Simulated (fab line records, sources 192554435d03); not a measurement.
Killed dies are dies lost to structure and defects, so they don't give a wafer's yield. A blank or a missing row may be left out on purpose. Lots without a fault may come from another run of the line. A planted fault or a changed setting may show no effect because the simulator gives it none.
fab line records | flow n5_finfet
record lots=11 wafers=33 last_day=18
route steps=1938 shown MIM_TOP_LITHO@1848 PASS1_CAP@1873 PASSIVATION@1901
lots that met no fault: from a run of the same line without faults
start_h: hours from the record's first day to the start of the lot's first wafer shown | wait_h: hours since the lot's step before | " the same as in the row above | L1.1+2: a row that stands for several wafers | - no value, or no start given | * or withheld: withheld | < > ~ a bound
route shown NAME@n: a module of which the file shows steps, and the number in the route of the first | usual: mean/standard deviation of fault-free wafers | same: alike in all rows | chamber/n: place in a boat | sites: the reading at each site | _std_site: their standard deviation | _edge_site: outer sites' mean less inner sites' | radius_mm: how far each site lies from the wafer's centre | mask NAME#n: copy n | behind: the tool/chamber that last shaped the wafer | hold: why the lot was held/for how many hours/how that ended | device: the transistor (n, p or np) that didn't switch | end of line: the same wafers' tests at the end of the route | a step without rows: its recipe alone | killed: dies lost to structure and defects at the first sort, not the wafer's yield | map: a wafer's dies, x killed, . not, _ none there
set.NAME: the setting as run; set.NAME@STEP: as run at that earlier step | model.NAME: the simulator's own value behind a step, which no gauge read
steps of the route over a sample of lots; a table a step, a row a wafer
services: from which hour (start_h, from the record's first day; less than 0 if before it) a tool's chamber was out of use, for how many hours, and why
## steps
# step N5_MIM_TOP_LITHO_OVL_MEAS_11
# recipe points_per_wafer=44
# usual MIM_TOP_OVL=-3/5.7
# same points_per_wafer=44
# columns lot.wafer tool chamber start_h wait_h MIM_TOP_OVL[nm]
L335.3 overlay-01 0 258.52 0.0 -1
L335.4 " 0 " " -5
L335.6 " 0 " " -2
L336.1 overlay-02 0 278.05 0.0 0
L336.3 " 0 " " -8
L336.5 " 0 " " -10
L337.3 overlay-01 0 284.15 0.0 -1
L337.5 " 0 " " -2
L337.6 " 0 " " -9
L341.1 overlay-02 0 323.22 0.0 3
L341.2 " 0 " " 0
L341.3 " 0 " " -1
L344.3 overlay-02 0 344.22 0.0 -3
L344.4 " 0 " " -4
L344.6 " 0 " " -3
L349.1 overlay-01 0 378.89 0.0 15
L349.3 " 0 " " 14
L349.6 " 0 " " 4
L351.2 overlay-02 0 388.48 0.0 2
L351.4 " 0 " " 1
L351.6 " 0 " " 1
L352.2 overlay-02 0 392.42 0.0 -6
L352.4 " 0 " " -6
L352.5 " 0 " " 1
L357.2 overlay-02 0 414.86 0.0 9
L357.4 " 0 " " 5
L357.6 " 0 " " 1
L353.1 overlay-02 0 422.99 0.0 -1
L353.2 " 0 " " -6
L353.5 " 0 " " 2
L356.2 overlay-01 0 424.59 0.0 4
L356.3 " 0 " " -1
L356.5 " 0 " " -6
# step N5_PASSIVATION_PECVD_55
# recipe material=SiO2 target_thk_a=4000 temp_c=400 precursor=SiH4/N2O pressure_torr=2.7 rf_w=608 time_s=22.5
# usual heater_power_outer_w=365/60 heater_power_w=647/93 showerhead_plenum_p_Torr=8.21/0.099 throttle_valve_pct=50.5/2.7
# columns lot.wafer tool chamber start_h wait_h heater_power_outer_w heater_power_w showerhead_plenum_p_Torr throttle_valve_pct
L335.3 pecvd-04 1 260.70 0.0 464 837 8.27 53.0
L335.4 " 1 " " 349 666 8.25 53.0
L335.6 " 2 " " 402 735 8.22 48.0
L336.1 pecvd-01 1 281.42 0.0 374 716 8.14 54.6
L336.3 " 2 " " 379 642 8.19 47.6
L336.5 " 2 " " 403 653 8.18 47.6
L337.3 pecvd-02 0 285.93 0.0 295 533 8.12 54.0
L337.5 " 2 " " 394 700 8.28 46.5
L337.6 " 0 " " 321 565 8.11 53.9
L341.1 pecvd-04 0 325.05 0.0 397 612 8.32 48.7
L341.2 " 1 " " 361 667 8.26 53.1
L341.3 " 2 " " 400 715 8.21 48.4
L344.3 pecvd-02 1 346.05 0.0 293 532 8.01 51.4
L344.4 " 2 " " 369 674 8.30 46.5
L344.6 " 0 " " 319 570 8.15 53.7
L349.1 pecvd-02 0 380.57 0.0 266 490 8.14 53.9
L349.3 " 2 " " 353 650 8.29 46.9
L349.6 " 2 " " 369 651 8.30 46.7
L351.2 pecvd-02 2 390.38 0.0 321 592 8.32 46.8
L351.4 " 2 " " 342 626 8.28 46.7
L351.6 " 0 " " 363 637 8.12 54.0
L352.2 pecvd-02 0 394.29 0.0 261 485 8.09 53.8
L352.4 " 2 " " 291 573 8.28 46.8
L352.5 " 0 " " 295 546 8.11 53.9
L357.2 pecvd-04 2 416.72 0.0 356 653 8.24 49.0
L357.4 " 0 " " 444 688 8.37 48.9
L357.6 " 1 " " 471 846 8.25 52.6
L353.1 pecvd-04 0 424.80 0.0 443 688 8.37 48.7
L353.2 " 2 " " 316 591 8.24 49.0
L353.5 " 1 " " 428 761 8.26 52.9
L356.2 pecvd-02 1 426.40 0.0 290 503 7.98 49.7
L356.3 " 2 " " 392 688 8.29 46.8
L356.5 " 0 " " 287 540 8.14 53.9
# step N5_PASSIVATION_EXPOSE_27
# recipe mask_id=PAD na=0.55 source_shape=conventional sigma_outer=0.8 polarization=unpolarized defocus_nm=0 dose_mj=32.3
# usual exposure_dose_mJ_cm2=32.293/0.029
# same na=0.55
# columns lot.wafer tool chamber start_h wait_h mask exposure_dose_mJ_cm2
L335.3 krf_scanner-02 0 263.07 - PAD#0 32.282
L335.4 " 0 " " PAD#0 32.307
L335.6 " 0 " " PAD#0 32.248
L336.1 krf_scanner-02 0 290.57 - PAD#0 32.299
L336.3 " 0 " " PAD#0 32.312
L336.5 " 0 " " PAD#0 32.275
L337.3 krf_scanner-01 0 291.90 - PAD#0 32.282
L337.5 " 0 " " PAD#0 32.261
L337.6 " 0 " " PAD#0 32.296
L341.1 krf_scanner-02 0 332.58 - PAD#0 28.370
L341.2 " 0 " " PAD#0 28.410
L341.3 " 0 " " PAD#0 28.415
L344.3 krf_scanner-01 0 350.59 - PAD#0 32.330
L344.4 " 0 " " PAD#0 32.323
L344.6 " 0 " " PAD#0 32.293
L349.1 krf_scanner-01 0 383.49 - PAD#0 32.281
L349.3 " 0 " " PAD#0 32.300
L349.6 " 0 " " PAD#0 32.291
L351.2 krf_scanner-01 0 392.62 - PAD#0 32.304
L351.4 " 0 " " PAD#0 32.352
L351.6 " 0 " " PAD#0 32.329
L352.2 krf_scanner-01 0 399.24 - PAD#0 32.347
L352.4 " 0 " " PAD#0 32.280
L352.5 " 0 " " PAD#0 32.268
L357.2 krf_scanner-01 0 419.13 - PAD#0 32.267
L357.4 " 0 " " PAD#0 32.292
L357.6 " 0 " " PAD#0 32.313
L353.1 krf_scanner-01 0 428.04 - PAD#0 32.339
L353.2 " 0 " " PAD#0 32.303
L353.5 " 0 " " PAD#0 32.312
L356.2 krf_scanner-01 0 430.29 - PAD#0 32.298
L356.3 " 0 " " PAD#0 32.269
L356.5 " 0 " " PAD#0 32.288
# step N5_PASSIVATION_CD_MEAS_30
# recipe target_cd_nm=4000 landing_energy_ev=500 detector=se_inlens polarity=opening
# usual cd_nm=4000.7/2.1
# columns lot.wafer tool chamber start_h wait_h cd_nm
L335.3 cd_sem-03 0 263.24 - 4000.0
L335.4 " 0 " " 3999.9
L335.6 " 0 " " 3997.7
L336.1 cd_sem-02 0 290.75 - 4000.0
L336.3 " 0 " " 3998.3
L336.5 " 0 " " 3996.9
L337.3 cd_sem-03 0 292.07 - 4000.3
L337.5 " 0 " " 4002.9
L337.6 " 0 " " 4004.1
L341.1 cd_sem-01 0 332.76 - 3976.0
L341.2 " 0 " " 3978.2
L341.3 " 0 " " 3977.5
L344.3 cd_sem-01 0 350.75 - 4002.1
L344.4 " 0 " " 4001.6
L344.6 " 0 " " 3997.7
L349.1 cd_sem-03 0 383.67 - 3997.3
L349.3 " 0 " " 3997.5
L349.6 " 0 " " 4000.5
L351.2 cd_sem-02 0 392.79 - 4000.1
L351.4 " 0 " " 4001.0
L351.6 " 0 " " 4001.1
L352.2 cd_sem-03 0 399.41 - 3997.8
L352.4 " 0 " " 4000.0
L352.5 " 0 " " 4002.3
L357.2 cd_sem-03 0 419.31 - 3998.2
L357.4 " 0 " " 4001.1
L357.6 " 0 " " 4001.4
L353.1 cd_sem-01 0 428.22 - 3998.8
L353.2 " 0 " " 4001.0
L353.5 " 0 " " 4000.1
L356.2 cd_sem-01 0 430.46 - 4001.6
L356.3 " 0 " " 4003.4
L356.5 " 0 " " 3998.5
# step N5_PASSIVATION_OVL_MEAS_66
# recipe points_per_wafer=44
# usual PASS_OPEN_OVL=0/5.8
# same points_per_wafer=44
# columns lot.wafer tool chamber start_h wait_h PASS_OPEN_OVL[nm]
L335.3 overlay-01 0 265.19 0.0 -2
L335.4 " 0 " " 0
L335.6 " 0 " " 5
L336.1 overlay-02 0 292.66 0.0 -5
L336.3 " 0 " " -5
L336.5 " 0 " " -4
L337.3 overlay-02 0 294.20 0.0 10
L337.5 " 0 " " 5
L337.6 " 0 " " 0
L341.1 overlay-01 0 334.70 0.0 4
L341.2 " 0 " " 12
L341.3 " 0 " " -4
L344.3 overlay-02 0 352.52 0.0 3
L344.4 " 0 " " 4
L344.6 " 0 " " -1
L349.1 overlay-02 0 385.71 0.0 -1
L349.3 " 0 " " -1
L349.6 " 0 " " 0
L351.2 overlay-02 0 396.17 0.0 4
L351.4 " 0 " " 0
L351.6 " 0 " " 6
L352.2 overlay-02 0 401.35 0.0 2
L352.4 " 0 " " 3
L352.5 " 0 " " -7
L357.2 overlay-02 0 421.21 0.0 10
L357.4 " 0 " " 5
L357.6 " 0 " " 9
L353.1 overlay-02 0 430.07 0.0 -6
L353.2 " 0 " " -2
L353.5 " 0 " " 1
L356.2 overlay-02 0 432.27 0.0 6
L356.3 " 0 " " 2
L356.5 " 0 " " -3
## services
# columns tool chamber start_h hours kind
pecvd-04 - 237.05 0.8 repair
pecvd-04 - 264.72 2.1 repair
pecvd-02 2 268.35 5.5 scheduled_down
krf_scanner-02 - 272.34 7.9 repair
krf_scanner-01 0 273.15 - calibration
krf_scanner-02 - 287.92 0.5 repair
krf_scanner-01 - 288.40 1.3 pm
krf_scanner-02 - 314.28 0.6 repair
pecvd-01 0 318.38 5.5 scheduled_down
krf_scanner-02 - 319.73 0.2 repair
krf_scanner-01 - 332.65 0.8 pm
krf_scanner-01 - 352.06 1.0 pm
krf_scanner-02 - 358.72 1.0 pm
krf_scanner-02 - 366.64 1.3 pm
pecvd-02 1 383.62 - clean
pecvd-02 1 383.62 - consumable_replace:showerhead
pecvd-02 1 383.62 29.0 scheduled_down
pecvd-02 1 383.62 29.0 vent_cycle
krf_scanner-02 0 385.68 - calibration
pecvd-02 - 385.94 0.4 repair
krf_scanner-02 - 394.74 1.2 repair
krf_scanner-02 - 400.79 0.8 pm
krf_scanner-02 - 402.51 7.2 pm
## key
first_sign step=N5_PASSIVATION_EXPOSE_27 reading=exposure_dose_mJ_cm2 direction=down sigmas=99+ usual=32.293 struck=28.398
effect step=N5_PASSIVATION_CD_MEAS_30 reading=cd_nm direction=down sigmas=11 usual=4000.7 struck=3977.2
met_at N5_PASSIVATION_EXPOSE_27
struck_lots L341
not_acting_at N5_MIM_TOP_LITHO_OVL_MEAS_11,N5_PASSIVATION_PECVD_55,N5_PASSIVATION_OVL_MEAS_66
onset_between 290.57 332.58
fault kind=process_parameter_drift tool=krf_scanner-02 chamber=- onset_h=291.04 steps=N5_PASSIVATION_EXPOSE_27 channel=dose_mj offset=-3.8988 shape=step acts_in=these_recipes_only stated=32.3
